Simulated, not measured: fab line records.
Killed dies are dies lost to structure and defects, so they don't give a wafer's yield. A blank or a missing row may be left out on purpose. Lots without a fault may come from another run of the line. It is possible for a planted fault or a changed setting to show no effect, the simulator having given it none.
Matching of chambers	flow nand-harc	NHARC_A_WL_FILL_ALD_02 on ald-metal-03: 4 sister chambers
The step deposits TiN, target thk 2 nm, pulse time 3 s, ald cycles 100. 20 wafers are shown with their chamber, then 10 later ones without.

WAFERS WITH THEIR CHAMBER
wafer	chamber	heater-power-w (W)	precursor-pulse-height-rel
L076.2	0	1170	0.997
L076.5	2	810	1.003
L076.6	3	1127	0.996
L074.1	0	1135	1.008
L074.4	1	1323	0.971
L074.6	1	1310	1.026
L077.2	1	1331	1.008
L077.4	0	1162	1.002
L077.6	2	831	1.012
L082.1	3	1147	1.000
L082.2	0	1182	1.010
L082.5	1	1317	0.948
L083.2	1	1349	1.008
L083.4	0	1177	1.000
L083.5	1	1336	0.982
L086.1	0	1183	1.003
L086.3	1	1294	0.996
L086.4	3	1166	1.010
L087.1	3	1148	1.009
L087.4	2	838	1.011

SIGNATURES, as means of the wafers listed above
reading	chamber 0	chamber 1	chamber 2	chamber 3	scatter within a chamber
heater-power-w	1168.17	1322.86	826.33	1147.00	17.3
precursor-pulse-height-rel	1.00333	0.99129	1.00867	1.00375	0.0167
Rule: a wafer lies at a distance from a chamber equal to the root of the sum of squares, over the readings, of (its reading less the chamber's mean, divided by the reading's scatter). If the next closest chamber is less than 2 further off than the closest, the wafer can't be placed; otherwise it belongs to the closest. The scatter: take each reading less its chamber's mean, square it, sum over the shown wafers, divide by the number of wafers less the number of chambers, and take the root.

WAFERS WHOSE CHAMBER IS MISSING
wafer	heater-power-w (W)	precursor-pulse-height-rel
L087.6	848	0.989
L089.1	835	1.015
L089.3	1173	1.013
L089.6	1301	0.989
L089.2	1129	0.988
L089.4	1320	0.993
L089.5	1161	1.005
L092.4	1299	1.006
L092.5	1266	0.983
L092.6	1179	0.961

EACH ONE'S CHAMBER
wafer	from the rows above	in truth
L087.6	2	2
L089.1	2	2
L089.3	can't be placed: 0 or 3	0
L089.6	1	1
L089.2	can't be placed: 3 or 0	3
L089.4	1	1
L089.5	can't be placed: 0 or 3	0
L092.4	1	1
L092.5	1	1
L092.6	can't be placed: 0 or 3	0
Correct placement for 6 of the 10. Not placeable from these rows: 4 (in 4, the candidates include the true chamber). 0 placed wrongly.
